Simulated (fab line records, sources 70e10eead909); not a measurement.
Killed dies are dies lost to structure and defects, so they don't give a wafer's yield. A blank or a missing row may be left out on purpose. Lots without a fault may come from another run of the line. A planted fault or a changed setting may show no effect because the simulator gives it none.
Chamber matching | flow nand_harc | NHARC_P_GATE_DESCUM_31 on rie_diel-12: 4 sister chambers
The step chemistry O2, time 3 s. 8 wafers are shown with their chamber, then 7 later ones without.

WAFERS WITH THEIR CHAMBER
wafer  | chamber | showerhead_plenum_p_Torr (Torr) | rf_vpp_V (V)
L687.2 | 1       | 1.89                            | 58.9
L689.3 | 1       | 1.89                            | 58.8
L689.4 | 3       | 1.80                            | 57.3
L700.5 | 3       | 1.79                            | 56.7
L701.4 | 2       | 1.93                            | 57.8
L701.5 | 0       | 1.90                            | 57.1
L702.3 | 2       | 1.93                            | 58.2
L702.4 | 0       | 1.90                            | 58.6

WAFERS WITHOUT THEIR CHAMBER
wafer  | showerhead_plenum_p_Torr (Torr) | rf_vpp_V (V)
L702.5 | 1.79                            | 56.1
L703.1 | 1.93                            | 57.3
L703.3 | 1.88                            | 58.2
L703.5 | 1.79                            | 58.6
L704.1 | 1.93                            | 56.1
L704.3 | 1.79                            | 57.9
L704.6 | 1.93                            | 58.0

WHICH CHAMBER EACH WENT THROUGH
wafer  | from the rows above | in truth
L702.5 | 3                   | 3
L703.1 | 2                   | 2
L703.3 | 1                   | 1
L703.5 | 3                   | 3
L704.1 | 2                   | 2
L704.3 | 3                   | 3
L704.6 | 2                   | 2
Placed correctly: 7 of 7. Can't be placed from these rows: 0. Placed wrongly: 0.
How it was worked out, from the rows above alone: a wafer's distance from a chamber is the root of the sum, over the readings, of the square of ((its reading less the chamber's mean) divided by the reading's scatter). The wafer belongs to the nearest chamber; if the next one is less than 2 further off, it can't be placed. A chamber's mean is the mean of its shown wafers. The scatter: the root of (the sum of the squares of (reading less its chamber's mean) over the shown wafers, divided by (wafers less chambers)).
